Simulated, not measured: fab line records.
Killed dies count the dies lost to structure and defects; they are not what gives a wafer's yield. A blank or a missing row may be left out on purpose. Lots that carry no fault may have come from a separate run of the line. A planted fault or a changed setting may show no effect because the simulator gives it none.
The tool behind it: which one? ; flow n5Finfet ; 10 lots with 30 wafers sampled at 4 steps, on a route of 1938 steps

== WHAT THE GAUGES READ, wafer by wafer ==
N5_BEOL_M5_OVL_MEAS_12.
lot;measured;on;M5_OVL (nm)
L529;day 8 07:37;overlay-02;-0.9 0.2 -0.1
L530;day 8 12:23;overlay-02;1.2 0.2 0.5
L533;day 9 10:08;overlay-02;-0.7 0.0 0.1
L532;day 9 14:02;overlay-02;1.3 0.6 0.9
L538;day 10 01:53;overlay-02;0.2 -0.3 0.1
L539;day 10 21:14;overlay-02;6.2 6.6 6.0
L541;day 11 11:30;overlay-02;6.5 7.5 6.4
L542;day 11 14:39;overlay-02;0.1 0.7 -0.1
L543;day 12 02:39;overlay-01;5.9 7.3 6.9
L545;day 12 08:23;overlay-01;0.0 0.5 -0.2

== TOOL THAT RAN EACH LOT (tool first, then ch and the chambers of the sampled wafers, then the start) ==
lot;N5_BEOL_M4_SPUTTER_96;N5_BEOL_M4_PRE_CLEAN_60;N5_BEOL_M5_EXPOSE_08
L529;pvdSputter-03, day 8 04:05;cvdCo-02 ch 0,1, day 8 04:56;euvScanner-02 ch 0, day 8 07:27
L530;pvdSputter-01, day 8 08:55;cvdCo-01 ch 0,2, day 8 09:44;euvScanner-02 ch 0, day 8 12:13
L533;pvdSputter-01, day 9 06:08;cvdCo-01 ch 0,1,2, day 9 07:22;euvScanner-02 ch 0, day 9 09:59
L532;pvdSputter-01, day 9 09:56;cvdCo-02 ch 0,1,2, day 9 10:55;euvScanner-02 ch 0, day 9 13:52
L538;pvdSputter-01, day 9 21:43;cvdCo-01 ch 0,1, day 9 22:32;euvScanner-02 ch 0, day 10 01:44
L539;pvdSputter-02, day 10 16:47;cvdCo-02 ch 0,2, day 10 17:37;euvScanner-02 ch 0, day 10 21:04
L541;pvdSputter-03, day 11 06:04;cvdCo-02 ch 1,2, day 11 06:54;euvScanner-02 ch 0, day 11 11:20
L542;pvdSputter-03, day 11 10:41;cvdCo-02 ch 0,1,2, day 11 11:31;euvScanner-01 ch 0, day 11 14:29
L543;pvdSputter-01, day 11 21:39;cvdCo-01 ch 0,1,2, day 11 23:06;euvScanner-02 ch 0, day 12 02:29
L545;pvdSputter-03, day 12 03:14;cvdCo-02 ch 0,1,2, day 12 04:04;euvScanner-01 ch 0, day 12 08:14
- N5_BEOL_M4_SPUTTER_96: material Cu, target thk 4.5 nm, time 8.29 s.
- N5_BEOL_M4_PRE_CLEAN_60: time 15 s.
- N5_BEOL_M5_EXPOSE_08: exposes mask M5, target cd 28 nm.

== WHAT THE TOOLS THEMSELVES READ (means of the sampled wafers that have a number; where no wafer has one, the mark that the record gives instead) ==
N5_BEOL_M4_SPUTTER_96.
lot;tool;chuckGasFlowSccm (sccm);susceptorTempC (C);throttleValvePct (%)
L529;pvdSputter-03;1.31;-20.00;30.3
L530;pvdSputter-01;1.24;-19.97;30.5
L533;pvdSputter-01;1.26;-20.06;30.2
L532;pvdSputter-01;1.29;-20.01;30.3
L538;pvdSputter-01;1.30;-19.97;29.6
L539;pvdSputter-02;1.20;-19.98;29.5
L541;pvdSputter-03;1.26;-19.89;29.2
L542;pvdSputter-03;1.23;-20.05;30.8
L543;pvdSputter-01;1.27;-20.01;30.2
L545;pvdSputter-03;1.23;-20.06;29.9

N5_BEOL_M4_PRE_CLEAN_60.
lot;tool;heaterPowerW (W);rfFwdPowerW (W)
L529;cvdCo-02;69;298.0
L530;cvdCo-01;69;297.2
L533;cvdCo-01;63;297.0
L532;cvdCo-02;83;296.7
L538;cvdCo-01;58;295.7
L539;cvdCo-02;102;296.3
L541;cvdCo-02;80;296.2
L542;cvdCo-02;85;296.3
L543;cvdCo-01;64;297.2
L545;cvdCo-02;84;296.9

N5_BEOL_M5_EXPOSE_08.
lot;tool;reticleTempC (C);stageMsdNm (nm)
L529;euvScanner-02;22.84;0.84
L530;euvScanner-02;22.93;0.85
L533;euvScanner-02;22.99;0.84
L532;euvScanner-02;23.01;0.84
L538;euvScanner-02;23.09;0.84
L539;euvScanner-02;22.95;0.84
L541;euvScanner-02;23.19;0.84
L542;euvScanner-01;23.02;0.73
L543;euvScanner-02;22.95;0.84
L545;euvScanner-01;22.87;0.73

== THE ANSWER, worked out from the rows above alone ==
Rule: the usual values come from the lots themselves. The widest of any qualifying gaps counts: lots, ordered by their means at a reading, are off when they make up no more than a third of the lots, leave a main group of 4 or more, and stand apart from it by 3 or more times the standard deviation of that group's means. A main group whose means are all the same, to the digits that the tables above print for the reading, isn't used. A lot without any number at a reading at which 4 lots or more have one is off too. All remaining lots with rows at the step are treated as sound. Order of review: gauges by route order, followed by the tools' own readings, for which a lot's mean as printed above is used. The first step at which some lot is off is used, and at that step the reading that is off furthest; a lot without a number counts as furthest.
Off: L539, L541, L543, seen at N5_BEOL_M5_OVL_MEAS_12 (M5_OVL). Mean 0.2 nm and standard deviation 0.41 in the main group.
If a tool, at a process step before that reading, ran all the lots that are off and no sound lot after the first of them, it fits. The gauges at N5_BEOL_M5_OVL_MEAS_12 are tried like those tools. One candidate fits, namely euvScanner-02 at N5_BEOL_M5_EXPOSE_08. A fault onset in the window from L538 (day 10 01:44, its last sound lot) to L539 (day 10 21:04, its first lot off) fits.

== WHAT WAS PUT IN BY THE SIMULATOR ==
Scanner matching overlay: euvScanner-02, from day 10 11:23 on, at N5_BEOL_M5_EXPOSE_08. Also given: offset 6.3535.
Shown lots that were struck: L539, L541, L543. The rule above reached the same finding.
